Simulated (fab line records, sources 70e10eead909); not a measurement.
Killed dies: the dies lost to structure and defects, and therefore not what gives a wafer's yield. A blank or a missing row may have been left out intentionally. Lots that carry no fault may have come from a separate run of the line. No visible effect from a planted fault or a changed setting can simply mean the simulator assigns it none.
Chamber matching + flow nand harc + 4 sister chambers for NHARC_A_CONTACT_ETCH_48 on rie diel-02
The step etches the open film in CF4, target depth 39 nm, time 65 s. 4 wafers are shown with their chamber, then 8 later ones without.

WAFERS, EACH WITH ITS CHAMBER
| wafer  | chamber | drypump motor current A (A) |
|--------|---------|-----------------------------|
| L080.3 | 2       | 5.8                         |
| L080.4 | 3       | 5.3                         |
| L088.6 | 1       | 5.6                         |
| L091.2 | 0       | 6.1                         |

WAFERS WITH NO CHAMBER GIVEN
| wafer  | drypump motor current A (A) |
|--------|-----------------------------|
| L091.4 | 5.8                         |
| L091.5 | 6.1                         |
| L090.1 | 5.8                         |
| L090.2 | 5.7                         |
| L090.5 | 6.1                         |
| L092.1 | 5.8                         |
| L092.2 | 5.3                         |
| L092.3 | 6.1                         |

WHICH CHAMBER EACH ONE RAN IN
| wafer  | from the rows above     | in truth |
|--------|-------------------------|----------|
| L091.4 | 2                       | 2        |
| L091.5 | 0                       | 0        |
| L090.1 | 2                       | 2        |
| L090.2 | can't be placed: 2 or 1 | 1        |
| L090.5 | 0                       | 0        |
| L092.1 | 2                       | 2        |
| L092.2 | 3                       | 3        |
| L092.3 | 0                       | 0        |
7 of 8 placed correctly. Not placeable from these rows: 1 (in 1, the candidates include the true chamber). Number placed wrongly: 0.
How it was worked out, from the rows above alone: a wafer's distance from a chamber is the root of the sum, over the readings, of the square of ((its reading less the chamber's mean) divided by the reading's scatter). If the next closest chamber is less than 2 further off than the closest, the wafer can't be placed; otherwise it belongs to the closest. The mean given for a chamber averages the wafers shown for that chamber. The scatter (one wafer shown for each chamber): square how far every hidden wafer sits from the nearest shown wafer, average those squares and take the square root.
